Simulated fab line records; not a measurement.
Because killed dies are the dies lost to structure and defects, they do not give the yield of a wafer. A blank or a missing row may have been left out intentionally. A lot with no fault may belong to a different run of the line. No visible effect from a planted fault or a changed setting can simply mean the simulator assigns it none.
Split-lot experiment || flow n5 finfet || route with 1938 steps; 7 lots, 21 wafers read

## THE SPLIT
At N5_BEOL_M6_ETCH_41 (etches SiCN in CH3F/O2, target depth 29.7 nm, time 52 s), the setting time s was moved away from the recipe's 52 s on 10 of the 21 wafers read, by -19.9% to +20.9%. For the rest of the wafers, this setting stayed at what the recipe calls for.

Reading taken at the split's own step.

## THE READING
etch.depth nm (the simulator's own value, which no gauge read), in nm, at N5_BEOL_M6_ETCH_41 (etches SiCN in CH3F/O2, target depth 29.7 nm, time 52 s). There is no usual value for it anywhere in the file. Average 19.71 nm, standard deviation 0.2 nm, over the 11 wafers here run with the recipe.

{"wafer": "L074.1", "tool, chamber at the split": "rie diel-04, 2", "time s as run, s": 52, "against the recipe": "recipe", "etch.depth nm, nm": 19.59, "against lot-mates on the recipe": "-"}
{"wafer": "L074.2", "tool, chamber at the split": "rie diel-04, 3", "time s as run, s": 52, "against the recipe": "recipe", "etch.depth nm, nm": 19.88, "against lot-mates on the recipe": "-"}
{"wafer": "L074.6", "tool, chamber at the split": "rie diel-04, 1", "time s as run, s": 52, "against the recipe": "recipe", "etch.depth nm, nm": 19.62, "against lot-mates on the recipe": "-"}
{"wafer": "L076.1", "tool, chamber at the split": "rie diel-04, 1", "time s as run, s": 41.66, "against the recipe": "-19.9%", "etch.depth nm, nm": 15.83, "against lot-mates on the recipe": -4.27}
{"wafer": "L076.3", "tool, chamber at the split": "rie diel-04, 0", "time s as run, s": 52, "against the recipe": "recipe", "etch.depth nm, nm": 20.1, "against lot-mates on the recipe": "-"}
{"wafer": "L076.6", "tool, chamber at the split": "rie diel-04, 2", "time s as run, s": 41.66, "against the recipe": "-19.9%", "etch.depth nm, nm": 15.73, "against lot-mates on the recipe": -4.37}
{"wafer": "L079.2", "tool, chamber at the split": "rie diel-01, 1", "time s as run, s": 55.77, "against the recipe": "+7.3%", "etch.depth nm, nm": 21.38, "against lot-mates on the recipe": "+1.71"}
{"wafer": "L079.4", "tool, chamber at the split": "rie diel-01, 3", "time s as run, s": 52, "against the recipe": "recipe", "etch.depth nm, nm": 19.67, "against lot-mates on the recipe": "-"}
{"wafer": "L079.6", "tool, chamber at the split": "rie diel-01, 2", "time s as run, s": 55.77, "against the recipe": "+7.3%", "etch.depth nm, nm": 21.2, "against lot-mates on the recipe": "+1.53"}
{"wafer": "L081.3", "tool, chamber at the split": "rie diel-04, 1", "time s as run, s": 52, "against the recipe": "recipe", "etch.depth nm, nm": 19.53, "against lot-mates on the recipe": "-"}
{"wafer": "L081.4", "tool, chamber at the split": "rie diel-04, 1", "time s as run, s": 52, "against the recipe": "recipe", "etch.depth nm, nm": 19.66, "against lot-mates on the recipe": "-"}
{"wafer": "L081.6", "tool, chamber at the split": "rie diel-04, 0", "time s as run, s": 52, "against the recipe": "recipe", "etch.depth nm, nm": 20.05, "against lot-mates on the recipe": "-"}
{"wafer": "L095.1", "tool, chamber at the split": "rie diel-06, 1", "time s as run, s": 45.74, "against the recipe": "-12.0%", "etch.depth nm, nm": 17.24, "against lot-mates on the recipe": -2.41}
{"wafer": "L095.4", "tool, chamber at the split": "rie diel-06, 2", "time s as run, s": 45.74, "against the recipe": "-12.0%", "etch.depth nm, nm": 17.25, "against lot-mates on the recipe": -2.40}
{"wafer": "L095.5", "tool, chamber at the split": "rie diel-06, 1", "time s as run, s": 52, "against the recipe": "recipe", "etch.depth nm, nm": 19.65, "against lot-mates on the recipe": "-"}
{"wafer": "L097.1", "tool, chamber at the split": "rie diel-01, 1", "time s as run, s": 44.62, "against the recipe": "-14.2%", "etch.depth nm, nm": 16.82, "against lot-mates on the recipe": -2.68}
{"wafer": "L097.2", "tool, chamber at the split": "rie diel-01, 0", "time s as run, s": 52, "against the recipe": "recipe", "etch.depth nm, nm": 19.5, "against lot-mates on the recipe": "-"}
{"wafer": "L097.5", "tool, chamber at the split": "rie diel-01, 2", "time s as run, s": 44.62, "against the recipe": "-14.2%", "etch.depth nm, nm": 16.67, "against lot-mates on the recipe": -2.83}
{"wafer": "L094.1", "tool, chamber at the split": "rie diel-04, 2", "time s as run, s": 62.85, "against the recipe": "+20.9%", "etch.depth nm, nm": 23.81, "against lot-mates on the recipe": "+4.25"}
{"wafer": "L094.3", "tool, chamber at the split": "rie diel-04, 3", "time s as run, s": 62.85, "against the recipe": "+20.9%", "etch.depth nm, nm": 23.19, "against lot-mates on the recipe": "+3.63"}
{"wafer": "L094.6", "tool, chamber at the split": "rie diel-04, 0", "time s as run, s": 52, "against the recipe": "recipe", "etch.depth nm, nm": 19.56, "against lot-mates on the recipe": "-"}

FIT RESULTS
A straight line over all 21 wafers: etch.depth nm changes by +0.195 nm for each +1% of time s; r = +0.99; the points scatter about the line by 0.22 nm.
The same after taking each lot's own level away (the mean of its wafers on the recipe; 21 wafers): +0.201 nm for each +1%; r = +1.00; scatter 0.21 nm.
The reading moves by 4.2 nm for the largest change in time s, on that fit.
Measured against the standard deviation above, the lots' own levels, which go from 19.500 to 20.100 nm, span 3.0 times it.
Hence the lot-to-lot level has little effect on the slope; both slopes agree.
Check: with one of the wafers moved furthest among these (+20.9%) left out of the fit, the line predicts +4.14 nm for it against its lot-mates. Against them it came out at +4.25 nm.

## OTHER SPLITS ON THESE WAFERS
These wafers also went through other splits before the reading. Each is held against what the fit with the lots' levels taken away leaves over:
{"other split on the same wafers": "N5_BEOL_M5_EXPOSE_25 dose mj", "wafers away from the commonest value": 6, "r with etch.depth nm (lot level and that fit taken away)": -0.19}

## THE FILE'S OWN FIT
etch.depth nm changes by +0.202 nm for each +1% of time s, r = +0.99.
